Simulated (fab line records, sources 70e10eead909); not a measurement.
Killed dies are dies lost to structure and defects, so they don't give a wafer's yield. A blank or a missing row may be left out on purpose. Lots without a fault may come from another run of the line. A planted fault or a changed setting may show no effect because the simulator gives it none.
fab line records | flow nand_harc
record lots=6 wafers=18 last_day=34
route steps=1302 shown A_STAIRCASE@760 END@1302
lots that met no fault: from a run of the same line without faults
start_h: hours from the record's first day to the start of the lot's first wafer shown | wait_h: hours since the lot's step before | " the same as in the row above | L1.1+2: a row that stands for several wafers | - no value, or no start given | * or withheld: withheld | < > ~ a bound
route shown NAME@n: a module of which the file shows steps, and the number in the route of the first | usual: mean/standard deviation of fault-free wafers | same: alike in all rows | chamber/n: place in a boat | sites: the reading at each site | _std_site: their standard deviation | _edge_site: outer sites' mean less inner sites' | radius_mm: how far each site lies from the wafer's centre | mask NAME#n: copy n | behind: the tool/chamber that last shaped the wafer | hold: why the lot was held/for how many hours/how that ended | device: the transistor (n, p or np) that didn't switch | end of line: the same wafers' tests at the end of the route | a step without rows: its recipe alone | killed: dies lost to structure and defects at the first sort, not the wafer's yield | map: a wafer's dies, x killed, . not, _ none there
set.NAME: the setting as run; set.NAME@STEP: as run at that earlier step | model.NAME: the simulator's own value behind a step, which no gauge read
lots at some steps of the route; a table a step, a row a wafer
services: from which hour (start_h, from the record's first day; less than 0 if before it) a tool's chamber was out of use, for how many hours, and why
## steps
# step NHARC_A_STAIRCASE_EBR_246
# step NHARC_A_STAIRCASE_EXPOSE_247
# recipe na=0.5 dose_mj=25.34 mask_id=SDS_1
# step NHARC_A_STAIRCASE_PEB_248
# recipe peb_temp_c=115 peb_time_s=130
# step NHARC_A_STAIRCASE_DEVELOP_249
# recipe time_s=140
# step NHARC_A_STAIRCASE_HARDBAKE_251
# recipe temp_c=120 time_s=140
# step NHARC_A_STAIRCASE_DESCUM_252
# recipe time_s=3 o2_flow_sccm=200 ar_flow_sccm=0 bias_power_w=0 chemistry=O2
# step NHARC_A_STAIRCASE_ETCH_253
# recipe target_depth_a=500 time_s=20.2 ion_energy_ev=400 c4f8_flow_sccm=20 o2_flow_sccm=10 ar_flow_sccm=withheld rf_w=600 bias_w=1000 chemistry=C4F8/O2
# usual oes_product_au=0.957/0.021 rf_vpp_V=894/4.9
# columns lot.wafer tool chamber start_h wait_h oes_product_au rf_hours_counter_h rf_vpp_V
L571.3 rie_diel-01 2 371.96 0.1 0.971 54 890
L571.2 " 3 " " 0.952 51 891
L571.4 " 0 " " 0.945 55 895
L575.2 rie_diel-10 2 399.98 0.1 0.956 43 899
L575.4 " 0 " " 0.945 - 894
L575.6 " 2 " " 0.956 - 898
L578.3 rie_diel-01 0 449.33 0.1 0.929 27 894
L578.1 " 3 " " 0.946 20 889
L578.6 " 1 " " 0.947 - 894
L589.1 rie_diel-08 1 563.08 0.1 0.977 1 904
L589.3 " 2 " " 0.971 1 889
L589.4 " 1 " " 0.983 - 903
L591.2 rie_diel-10 0 564.22 0.1 0.953 40 892
L591.4 " 2 " " 0.992 46 897
L591.5 " 3 " " 0.982 - 896
L593.4 rie_diel-10 1 598.16 0.1 0.977 54 904
L593.6 " 1 " " 0.973 - 903
L593.5 " 2 " " 0.992 - 895
# step NHARC_A_STAIRCASE_STRIP_254
# recipe power_w=1500 temp_c=250 chemistry=O2
# step NHARC_A_STAIRCASE_STRIP_255
# recipe time_s=900 temp_c=130 chemistry=SPM
# step NHARC_A_STAIRCASE_PRECLEAN_256
# recipe time_s=* temp_c=50 bath_age_min=0 chemistry=SC1
# step NHARC_A_STAIRCASE_SRD_257
# step NHARC_A_STAIRCASE_HM_DEP_456
# recipe target_thk_a=31000 temp_c=400 material=aC
# usual throttle_valve_pct=34.999/0.0089
# columns lot.wafer tool chamber start_h wait_h throttle_valve_pct
L571.2 acl_dep-03 0 374.53 - 34.999
L571.3 " 0 " " 34.999
L571.4 " 0 " " 34.999
L575.2 acl_dep-03 0 401.20 - 35.000
L575.4 " 0 " " 35.010
L575.6 " 0 " " 34.988
L578.1 acl_dep-02 0 451.72 - 34.994
L578.3 " 0 " " 35.009
L578.6 " 0 " " 35.003
L589.1 acl_dep-03 0 564.28 - 34.993
L589.3 " 0 " " 35.000
L589.4 " 0 " " 34.999
L591.2 acl_dep-03 0 566.40 - 35.006
L591.4 " 0 " " 35.001
L591.5 " 0 " " 34.987
L593.4 acl_dep-02 0 602.90 - 34.986
L593.5 " 0 " " 35.015
L593.6 " 0 " " 35.001
# step NHARC_A_STAIRCASE_DEP_259
# recipe target_thk_a=300 target_thk_nm=30 temp_c=400 pressure_torr=3.5 flow_sccm=200 rf_w=350 material=SiON
# step NHARC_A_STAIRCASE_DEHYDRATE_260
# recipe temp_c=150 time_s=120
# step NHARC_A_STAIRCASE_HMDS_261
# recipe time_s=30
# step NHARC_A_STAIRCASE_COAT_262
# recipe spin_rpm=1200
# step NHARC_A_STAIRCASE_SOFTBAKE_263
# recipe temp_c=135 time_s=170
# step NHARC_A_STAIRCASE_EBR_264
# step NHARC_A_STAIRCASE_EXPOSE_265
# recipe na=0.5 dose_mj=25.01 mask_id=CHOP_200
# step NHARC_A_STAIRCASE_PEB_266
# recipe peb_temp_c=115 peb_time_s=130
# step NHARC_A_STAIRCASE_DEVELOP_267
# recipe time_s=140
# step NHARC_A_STAIRCASE_HARDBAKE_269
# recipe temp_c=120 time_s=140
# step NHARC_A_STAIRCASE_DESCUM_270
# recipe time_s=3 o2_flow_sccm=200 ar_flow_sccm=0 bias_power_w=0 chemistry=O2
# step NHARC_A_STAIRCASE_ETCH_271
# recipe cf4_flow_sccm=100 chf3_flow_sccm=30 ar_flow_sccm=0 rf_w=500 bias_w=200 chemistry=CF4/CHF3
# usual drypump_motor_current_A=5.76/0.26 oes_product_au=0.962/0.02 rf_vpp_V=369.6/2.2 showerhead_plenum_p_Torr=1.54/0.064 throttle_valve_pct=16.803/0.0095
# columns lot.wafer tool chamber start_h wait_h drypump_motor_current_A oes_product_au rf_hours_counter_h rf_vpp_V showerhead_plenum_p_Torr throttle_valve_pct
L571.4 rie_diel-01 2 377.00 0.1 6.12 0.966 56 368.6 1.51 16.804
L571.3 " 3 " " 5.65 0.979 53 368.5 1.52 16.801
L571.2 " 0 " " 5.44 0.962 57 369.4 1.54 16.798
L575.2 rie_diel-01 3 404.13 0.1 5.70 0.950 4 368.8 1.52 16.810
L575.4 " 0 " " 5.48 0.959 5 369.9 1.54 16.796
L575.6 " 2 " " 6.11 0.953 - 367.2 1.51 16.801
L578.1 rie_diel-10 3 454.63 0.1 5.99 0.979 6 371.7 1.57 16.783
L578.3 " 2 " " 5.19 0.960 8 370.3 1.58 16.812
L578.6 " 3 " " 6.01 0.986 - 370.9 1.57 16.803
L589.3 rie_diel-10 0 567.20 0.1 5.82 0.970 40 368.6 1.54 16.810
L589.4 " 1 " " 5.56 0.960 43 374.7 1.69 16.817
L589.1 " 3 " " 5.99 0.978 43 371.1 1.56 16.792
L591.4 rie_diel-01 0 569.04 0.1 5.51 0.963 0 369.2 1.53 16.820
L591.2 " 1 " " 6.09 0.994 0 368.7 1.53 16.802
L591.5 " 3 " " 5.66 0.952 - 368.2 1.50 16.798
L593.4 rie_diel-01 1 604.78 0.1 6.07 0.964 19 368.5 1.53 16.806
L593.6 " 1 " " 6.08 0.969 - 367.5 1.53 16.799
L593.5 " 2 " " 6.10 0.978 - 368.8 1.49 16.806
# step NHARC_A_STAIRCASE_HM_OPEN_457
# recipe o2_flow_sccm=400 cos_flow_sccm=20 ar_flow_sccm=0 rf_w=500 bias_w=300 chemistry=O2/COS
# usual drypump_motor_current_A=5.78/0.26 oes_product_au=1.000/0.009 rf_vpp_V=465.9/2.8 showerhead_plenum_p_Torr=3.06/0.13 throttle_valve_pct=28.331/0.0098
# columns lot.wafer tool chamber start_h wait_h drypump_motor_current_A oes_product_au rf_hours_counter_h rf_vpp_V showerhead_plenum_p_Torr throttle_valve_pct
L571.4 rie_diel-01 1 - - 6.10 0.997 52 466.9 3.07 28.336
L571.3 " 2 " " 6.11 0.991 56 464.6 2.99 28.327
L571.2 " 3 " " 5.69 1.010 53 464.1 3.02 28.340
L575.2 rie_diel-01 3 - - 5.67 1.002 4 464.3 3.01 28.324
L575.4 " 1 " " 6.09 0.993 6 467.3 3.07 28.340
L575.6 " 3 " " 5.67 0.998 - 465.6 3.01 28.312
L578.1 rie_diel-10 2 - - 5.17 0.992 8 466.7 3.13 28.322
L578.3 " 1 " " 5.62 1.000 8 471.5 3.37 28.329
L578.6 " 2 " " 5.20 1.000 - 467.1 3.13 28.324
L589.1 rie_diel-10 0 - - 5.83 0.987 40 466.4 3.06 28.346
L589.3 " 1 " " 5.63 0.997 43 470.8 3.35 28.317
L589.4 " 3 " " 6.00 0.998 43 465.7 3.10 28.336
L591.4 rie_diel-01 2 - - 6.12 0.995 0 463.8 2.96 28.340
L591.2 " 3 " " 5.64 0.985 0 463.7 2.99 28.311
L591.5 " 1 " " 6.09 1.014 - 464.7 3.04 28.327
L593.4 rie_diel-01 0 - - 5.45 1.010 13 466.3 3.02 28.326
L593.6 " 1 " " 6.09 1.014 - 464.3 3.03 28.330
L593.5 " 2 " " 6.12 0.992 - 462.8 2.95 28.337
# step NHARC_A_STAIRCASE_STRIP_458
# recipe o2_flow_sccm=400 cos_flow_sccm=20 ar_flow_sccm=0 bias_w=0 chemistry=O2/COS
# step NHARC_A_STAIRCASE_ETCH_451
# recipe target_depth_a=300 overetch_a=30 time_s=16.5 ion_energy_ev=100 cf4_flow_sccm=80 o2_flow_sccm=20 ar_flow_sccm=0 rf_w=300 bias_w=100 chemistry=CF4/O2
# step NHARC_A_STAIRCASE_ETCH_273
# recipe target_depth_a=1.02e+05 time_s=2468.6 ion_energy_ev=800 c4f8_flow_sccm=80 o2_flow_sccm=60 ar_flow_sccm=withheld rf_w=600 bias_w=3000 chemistry=C4F8/O2/Ar
# usual oes_product_au=0.939/0.011 rf_vpp_V=1822/11
# columns lot.wafer tool chamber start_h wait_h oes_product_au rf_hours_counter_h rf_vpp_V
L571.2 rie_diel-01 0 - - 0.946 58 1823
L571.4 " 1 " " 0.935 53 1822
L571.3 " 2 " " 0.941 56 1815
L575.2 rie_diel-01 3 - - 0.941 5 1816
L575.4 " 1 " " 0.961 6 1823
L575.6 " 0 " " 0.917 - 1821
L578.1 rie_diel-10 1 - - 0.943 8 1847
L578.3 " 2 " " 0.942 8 1827
L578.6 " 2 " " 0.936 - 1828
L589.1 rie_diel-10 3 - - 0.953 44 1825
L589.3 " 0 " " 0.946 41 1822
L589.4 " 2 " " 0.950 46 1826
L591.4 rie_diel-01 3 - - 0.941 0 1815
L591.2 " 0 " " 0.937 0 1820
L591.5 " 1 " " 0.949 - 1820
L593.4 rie_diel-01 2 - - 0.934 20 1812
L593.6 " 0 " " 0.945 - 1819
L593.5 " 1 " " 0.944 - 1818
# step NHARC_A_STAIRCASE_STRIP_274
# recipe o2_flow_sccm=500 ar_flow_sccm=0 bias_w=0 chemistry=O2
# usual drypump_motor_current_A=5.78/0.26 oes_product_au=1.002/0.009 rf_vpp_V=57.6/0.85 showerhead_plenum_p_Torr=3.46/0.15 throttle_valve_pct=17.037/0.0099
# columns lot.wafer tool chamber start_h wait_h drypump_motor_current_A oes_product_au rf_hours_counter_h rf_vpp_V showerhead_plenum_p_Torr throttle_valve_pct
L571.4 rie_diel-01 1 - - 6.08 1.004 54 56.1 3.47 17.038
L571.2 " 3 " " 5.65 1.008 54 58.8 3.41 17.035
L571.3 " 0 " " 5.48 0.998 59 58.5 3.46 17.051
L575.2 rie_diel-01 3 - - 5.71 1.010 6 57.1 3.41 17.036
L575.4 " 1 " " 6.09 1.026 6 57.7 3.47 17.038
L575.6 " 3 " " 5.74 0.999 - 58.3 3.41 17.032
L578.1 rie_diel-10 1 - - 5.59 1.010 10 57.6 3.80 17.052
L578.3 " 2 " " 5.22 0.992 10 57.8 3.54 17.003
L578.6 " 2 " " 5.17 1.006 - 56.8 3.54 17.048
L589.3 rie_diel-10 3 - - 5.99 0.994 45 58.9 3.51 17.029
L589.1 " 0 " " 5.84 0.997 42 58.3 3.46 17.047
L589.4 " 1 " " 5.64 1.005 44 57.4 3.78 17.028
L591.4 rie_diel-01 0 - - 5.47 0.993 1 58.0 3.42 17.054
L591.2 " 2 " " 6.13 1.004 1 58.2 3.35 17.029
L591.5 " 0 " " 5.44 1.002 - 59.8 3.42 17.017
L593.4 rie_diel-01 0 - - 5.45 1.000 15 56.6 3.42 17.042
L593.6 " 0 " " 5.44 0.998 - 56.8 3.42 17.059
L593.5 " 1 " " 6.07 1.013 - 59.2 3.43 17.040
# step NHARC_A_STAIRCASE_STRIP_275
# recipe time_s=900 temp_c=130 chemistry=SPM
# step NHARC_A_STAIRCASE_PRECLEAN_276
# recipe time_s=* temp_c=50 bath_age_min=0 chemistry=SC1
# step NHARC_A_STAIRCASE_SRD_277
# step NHARC_A_STAIRCASE_HM_DEP_459
# recipe target_thk_a=15000 temp_c=400 material=aC
# step NHARC_A_STAIRCASE_DEP_280
# recipe target_thk_a=300 target_thk_nm=30 temp_c=400 pressure_torr=3.5 flow_sccm=200 rf_w=350 material=SiON
# step NHARC_A_STAIRCASE_DEHYDRATE_281
# recipe temp_c=150 time_s=120
# step NHARC_A_STAIRCASE_HMDS_282
# recipe time_s=30
# step NHARC_A_STAIRCASE_COAT_283
# recipe spin_rpm=1200
# step NHARC_A_STAIRCASE_SOFTBAKE_284
# recipe temp_c=135 time_s=170
# step NHARC_A_STAIRCASE_EBR_285
# step NHARC_END_SORT_01
# recipe temp_c=25
# usual killed_at_array=52/18 killed_at_other=0.6/0.83 killed_at_periphery=4.3/2.8 killed_dies=57/19 killed_open=3.4/2 killed_short=2.5/1.7
# same gross_dies=677
# columns lot.wafer tool chamber start_h wait_h killed_at_array killed_at_other killed_at_periphery killed_dies killed_open killed_short
L591.2 prober-01 0 766.07 2.8 97 0 10 107 3 0
L591.4 prober-01 0 767.66 3.4 95 0 11 106 8 0
L591.5 prober-01 0 768.46 3.7 100 0 9 109 3 1
L589.1 prober-01 0 773.06 2.5 100 1 3 104 6 2
L589.3 prober-01 0 774.66 3.1 107 0 2 109 1 1
L589.4 prober-01 0 775.45 3.4 105 0 6 111 6 6
# killed by level:class
L591.2 A_STAIRCASE:unspecified=46 A_STAIRCASE:chamber_film_flake=18 A_SLIT:chamber_film_flake=16 A_CHANNEL_HOLE_D1:chamber_film_flake=8 A_SGD_CUT:chamber_film_flake=6 P_GATE:chamber_film_flake=5 P_M1:chamber_film_flake=4 P_M0:geometric_particle:open=1
L591.4 A_STAIRCASE:unspecified=52 A_SLIT:chamber_film_flake=15 P_M1:chamber_film_flake=7 A_CHANNEL_HOLE_D1:chamber_film_flake=7 A_STAIRCASE:chamber_film_flake=5 A_SGD_CUT:chamber_film_flake=4 A_M0:geometric_particle:open=3 P_GATE:chamber_film_flake=3
L591.5 A_STAIRCASE:unspecified=54 A_SLIT:chamber_film_flake=20 A_STAIRCASE:chamber_film_flake=11 P_GATE:chamber_film_flake=4 P_M1:chamber_film_flake=4 A_M1:chamber_film_flake=3 A_M0:geometric_particle:open=2 A_CHANNEL_HOLE_D1:chamber_film_flake=2
L589.1 A_STAIRCASE:unspecified=54 A_CHANNEL_HOLE_D2:chamber_film_flake=12 A_CONTACT:chamber_film_flake=12 A_SLIT:chamber_film_flake=7 A_CHANNEL_HOLE_D1:chamber_film_flake=4 A_SGD_CUT:chamber_film_flake=3 A_STAIRCASE:chamber_film_flake=2 P_GATE:geometric_particle:open=1
L589.3 A_STAIRCASE:unspecified=54 A_CHANNEL_HOLE_D2:chamber_film_flake=15 A_CONTACT:chamber_film_flake=11 A_CHANNEL_HOLE_D1:chamber_film_flake=6 A_STAIRCASE:chamber_film_flake=6 A_SLIT:chamber_film_flake=6 A_SGD_CUT:chamber_film_flake=3 A_DECK1_JOINT:chamber_film_flake=2
L589.4 A_STAIRCASE:unspecified=52 A_CHANNEL_HOLE_D2:chamber_film_flake=13 A_STAIRCASE:chamber_film_flake=11 A_CONTACT:chamber_film_flake=8 A_CHANNEL_HOLE_D1:chamber_film_flake=4 A_SLIT:chamber_film_flake=4 A_DECK1_JOINT:geometric_particle:short=2 A_DECK1_JOINT:chamber_film_flake=2
# map L589.4 (x killed, . not)
____________.____________
_________......._________
_______..........._______
______.......x.....______
_____..xxxx..x......_____
____xx.....x.........____
____xxx.......x......____
___xxxx....x....x.....___
___xxxxx...xx.........___
__xxxxx..x...........x.__
__xxxxxx....x..x.......__
_xxxxxx.......xx........_
_xxxxxx..x....x........._
_xxxx..................._
_xxxx.xx......x........._
_xxxx.......x..........._
..x..xxx.................
...............x.........
.......................x.
...........x.............
.........................
_......................._
_.......x..............._
_........x.........x...._
_.......x........x......_
_......................._
__..x..........xx......__
__...........x...x.....__
___.x.....x...........___
___.x.x.......xx......___
____xx.x.............____
____xxx..x.........x.____
_____xx.x.......x..._____
______x............______
_______xx........._______
_________......._________
____________.____________
# map L591.5 (x killed, . not)
____________.____________
_________x......_________
_______...x......._______
______......x......______
_____xx............._____
____xxx..............____
____xx.xx...........x____
___xxxx....x..........___
___xxxx...............___
__xxxxx................__
__xxxxxx....x..........__
_xxxxxxx...x..x........._
_xxxxxx................._
_xxxxx...x.............._
_xxxxx.................._
_.xxx...x..............._
..xx......x..............
...x.....................
.........x..........x....
.........................
..x............x...x..x..
_.................x....._
_x...........x.........._
_....x.................._
_......................._
_...........x..........._
__..x..................__
__.x.x............x....__
___..xx...............___
___xxxx.............x.___
____xx.............x.____
____xxxxx..........x.____
_____xxxx.......x..._____
______xxx..........______
_______x........x._______
_________......._________
____________.____________
## services
# columns tool chamber start_h hours kind
rie_diel-08 0 349.19 9.5 repair
rie_diel-08 - 353.90 1.2 repair
rie_diel-01 0 361.97 - clean
rie_diel-01 1 361.97 - clean
rie_diel-01 2 361.97 - clean
rie_diel-01 3 361.97 - clean
rie_diel-08 - 370.53 9.0 pm
rie_diel-01 - 382.61 9.0 pm
rie_diel-01 0 382.61 14.5 vent_cycle
rie_diel-01 1 382.61 9.0 vent_cycle
rie_diel-01 2 382.61 9.0 vent_cycle
rie_diel-01 3 382.61 9.0 vent_cycle
rie_diel-01 1 391.61 - clean
rie_diel-10 1 393.31 7.2 repair
rie_diel-08 3 395.82 5.9 repair
rie_diel-10 - 424.43 9.0 pm
acl_dep-02 - 427.34 13.0 pm
rie_diel-01 2 443.63 9.3 repair
acl_dep-03 - 479.78 13.0 pm
rie_diel-01 0 483.12 3.1 repair
rie_diel-08 - 549.95 9.0 pm
rie_diel-01 - 559.61 9.0 pm
rie_diel-08 3 561.34 3.8 repair
rie_diel-08 2 573.35 5.6 repair
## key
first_sign step=NHARC_END_SORT_01 reading=killed_dies direction=up sigmas=2.7 usual=57 struck=108
effect step=NHARC_END_SORT_01 reading=killed_at_array direction=up sigmas=2.7 usual=52 struck=101
more_kills_born_at NHARC_A_STAIRCASE_HM_DEP_456@acl_dep-03=312
met_at NHARC_A_STAIRCASE_HM_DEP_456
struck_wafers L589.1,L589.3,L589.4,L591.2,L591.4,L591.5
tester_left_out L589,L591
onset_between 401.20 564.28
fault kind=chamber_particle_source tool=acl_dep-03 chamber=- onset_h=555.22 steps=NHARC_A_STAIRCASE_HM_DEP_456 rate_per_visit_cm2=0.84168 end_h=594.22
# tester_left_out: of these lots the tester's yield and bins aren't shown, on N5 and GAA mostly nor the transistor test; their killed dies are dies lost to structure and defects alone, not to doping, threshold or leakage, so they don't give the yield
